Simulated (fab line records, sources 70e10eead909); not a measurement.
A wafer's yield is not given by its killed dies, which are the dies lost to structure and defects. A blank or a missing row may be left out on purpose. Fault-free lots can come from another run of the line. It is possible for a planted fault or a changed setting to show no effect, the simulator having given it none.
What tool caused it? -- flow nand harc -- 42 wafers from 14 lots sampled at 3 of the route's 1302 steps

== WHAT EACH GAUGE READ, for each wafer ==
NHARC_END_SORT_01. Usual: killed at array 61, standard deviation 24; killed at other 1.2, standard deviation 1.3; killed at periphery 3.7, standard deviation 2.6; killed dies 66, standard deviation 23; killed open 3.3, standard deviation 1.8; killed short 2.4, standard deviation 1.6.
lot,measured,on,killed at array,killed at other,killed at periphery,killed dies,killed open,killed short,flag
L634,day 30 07:57,prober-01,149 146 158,2 1 2,6 6 2,157 153 162,4 2 3,1 1 4,OFF
L635,day 30 20:33,prober-01,145 150 137,1 1 3,4 4 1,150 155 141,1 3 3,2 1 2,OFF

== EACH LOT AND THE TOOL THAT RAN IT (in order: tool; ch and the chambers of the sampled wafers; start) ==
lot,NHARC_A_CHANNEL_FILL_D1_CVD_05,NHARC_A_BONDPAD_PRE_CLEAN_26
L621,"lpcvd poly-03 ch 0, day 10 17:42","pvd sputter-03, no start"
L622,"lpcvd poly-03 ch 0, day 10 17:42","pvd sputter-03, no start"
L623,"lpcvd poly-04 ch 0, day 11 01:22","pvd sputter-02, no start"
L624,"lpcvd poly-03 ch 0, day 11 13:14","pvd sputter-02, no start"
L626,"lpcvd poly-01 ch 0, day 11 19:11","pvd sputter-02, no start"
L630,"lpcvd poly-03 ch 0, day 14 01:34","pvd sputter-03, no start"
L631,"lpcvd poly-03 ch 0, day 14 01:34","pvd sputter-03, no start"
L634,"lpcvd poly-03 ch 0, day 15 22:18","pvd sputter-02, day 30 07:57 or earlier"
L635,"lpcvd poly-03 ch 0, day 16 06:54","pvd sputter-03, day 30 20:33 or earlier"
L636,"lpcvd poly-04 ch 0, day 16 13:05","pvd sputter-01, no start"
L639,"lpcvd poly-04 ch 0, day 17 16:20","pvd sputter-03, no start"
L640,"lpcvd poly-04 ch 0, day 17 23:01","pvd sputter-01, no start"
L643,"lpcvd poly-04 ch 0, day 19 01:25","pvd sputter-02, no start"
L644,"lpcvd poly-04 ch 0, day 19 14:11","pvd sputter-01, no start"
- NHARC_A_CHANNEL_FILL_D1_CVD_05: deposits poly-Si, target thk 5 nm.
- NHARC_A_BONDPAD_PRE_CLEAN_26: time 30 s.

== WHAT THE TOOLS THEMSELVES READ (means of the sampled wafers that have a number; where no wafer has one, the mark that the record gives instead) ==
NHARC_A_CHANNEL_FILL_D1_CVD_05. Usual: tube center temp C 550 C, standard deviation 0.054; zone power upper pct 6.9 %, standard deviation 0.57.
lot,tool,tube center temp C (C),zone power upper pct (%),flag
L621,lpcvd poly-03,550,7.6,
L622,lpcvd poly-03,550,7.7,
L623,lpcvd poly-04,550,6.4,
L624,lpcvd poly-03,550,7.7,
L626,lpcvd poly-01,550,6.8,
L630,lpcvd poly-03,550,7.7,
L631,lpcvd poly-03,550,7.8,
L634,lpcvd poly-03,550,7.7,
L635,lpcvd poly-03,550,7.7,
L636,lpcvd poly-04,550,6.3,
L639,lpcvd poly-04,550,6.2,
L640,lpcvd poly-04,550,6.4,
L643,lpcvd poly-04,550,6.3,
L644,lpcvd poly-04,550,6.3,

NHARC_A_BONDPAD_PRE_CLEAN_26. Usual: heater power w 428 W, standard deviation 46.
lot,tool,heater power w (W),flag
L621,pvd sputter-03,407,
L622,pvd sputter-03,451,
L623,pvd sputter-02,450,
L624,pvd sputter-02,436,
L626,pvd sputter-02,431,
L630,pvd sputter-03,417,
L631,pvd sputter-03,388,
L634,pvd sputter-02,464,
L635,pvd sputter-03,423,
L636,pvd sputter-01,394,
L639,pvd sputter-03,424,
L640,pvd sputter-01,399,
L643,pvd sputter-02,462,
L644,pvd sputter-01,356,

== THE ANSWER, worked out from the rows above alone ==
Rule: lot off if the mean of its wafers having a number is beyond 3 standard deviations from the usual mean. Also off: a lot with no number at a reading for which 4 or more lots have one. Where the step has rows for the other lots, those lots are counted as sound. The gauges are gone through in route order, then the tools' own readings, and for those a lot's mean is taken as printed above. The first step at which some lot is off is used, and at that step the reading that is off furthest; a lot without a number counts as furthest.
Off, at NHARC_END_SORT_01 on killed dies: L634, L635. Neither off nor sound, because the step has no rows for them: L621, L622, L623, L624, L626, L630, L631, L636, L639, L640, L643, L644.
A tool fits if, at a process step before that reading, it ran every lot that is off, and no sound lot after the first of them. Those tools and the gauges at NHARC_END_SORT_01 are tried in the same way. With no start given for some of its lots, NHARC_A_BONDPAD_PRE_CLEAN_26 uses the hours and lot order of NHARC_END_SORT_01. This does not decide it: 2 tools fit, namely lpcvd poly-03 at NHARC_A_CHANNEL_FILL_D1_CVD_05 and prober-01 at NHARC_END_SORT_01.

== WHAT THE SIMULATOR HAD PUT IN ==
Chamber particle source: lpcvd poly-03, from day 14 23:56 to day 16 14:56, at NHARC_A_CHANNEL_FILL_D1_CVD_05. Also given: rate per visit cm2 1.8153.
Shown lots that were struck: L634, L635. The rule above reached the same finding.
